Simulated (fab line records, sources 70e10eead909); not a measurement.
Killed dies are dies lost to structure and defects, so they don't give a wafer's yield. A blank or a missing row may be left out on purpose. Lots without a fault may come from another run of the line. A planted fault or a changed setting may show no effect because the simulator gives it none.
Chamber matching | flow nand_harc | NHARC_P_M2_DEP_33 on pecvd-03: 3 sister chambers
The step deposits SiCN, target thk 30 nm. 14 wafers are shown with their chamber, then 7 later ones without.

WAFERS WITH THEIR CHAMBER
wafer  | chamber | heater_power_w (W)
L866.1 | 2       | 624
L866.4 | 2       | 627
L866.6 | 0       | 526
L868.1 | 2       | 607
L868.2 | 1       | 587
L868.5 | 1       | 607
L876.1 | 1       | 649
L876.3 | 0       | 567
L876.6 | 0       | 584
L878.1 | 0       | 509
L878.2 | 2       | 664
L878.3 | 1       | 664
L879.1 | 2       | 662
L879.2 | 0       | 545

SIGNATURES (means of the wafers above)
reading        | chamber 0 | chamber 1 | chamber 2 | scatter within a chamber
heater_power_w | 546.20    | 626.75    | 636.80    | 30.2
Rule: a wafer's distance from a chamber is the root of the sum, over the readings, of the square of ((its reading less the chamber's mean) divided by the reading's scatter). The wafer belongs to the nearest chamber; if the next one is less than 2 further off, it can't be placed. The scatter: the root of (the sum of the squares of (reading less its chamber's mean) over the shown wafers, divided by (wafers less chambers)).

WAFERS WITHOUT THEIR CHAMBER
wafer  | heater_power_w (W)
L879.6 | 652
L882.3 | 673
L882.4 | 599
L882.5 | 684
L883.1 | 527
L883.2 | 580
L883.6 | 530

WHICH CHAMBER EACH WENT THROUGH
wafer  | from the rows above          | in truth
L879.6 | can't be placed: 2 or 1      | 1
L882.3 | can't be placed: 2 or 1      | 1
L882.4 | can't be placed: 1 or 2 or 0 | 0
L882.5 | can't be placed: 2 or 1      | 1
L883.1 | 0                            | 0
L883.2 | can't be placed: 0 or 1 or 2 | 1
L883.6 | 0                            | 0
Placed correctly: 2 of 7. Can't be placed from these rows: 5 (the true chamber is among the candidates in 5). Placed wrongly: 0.
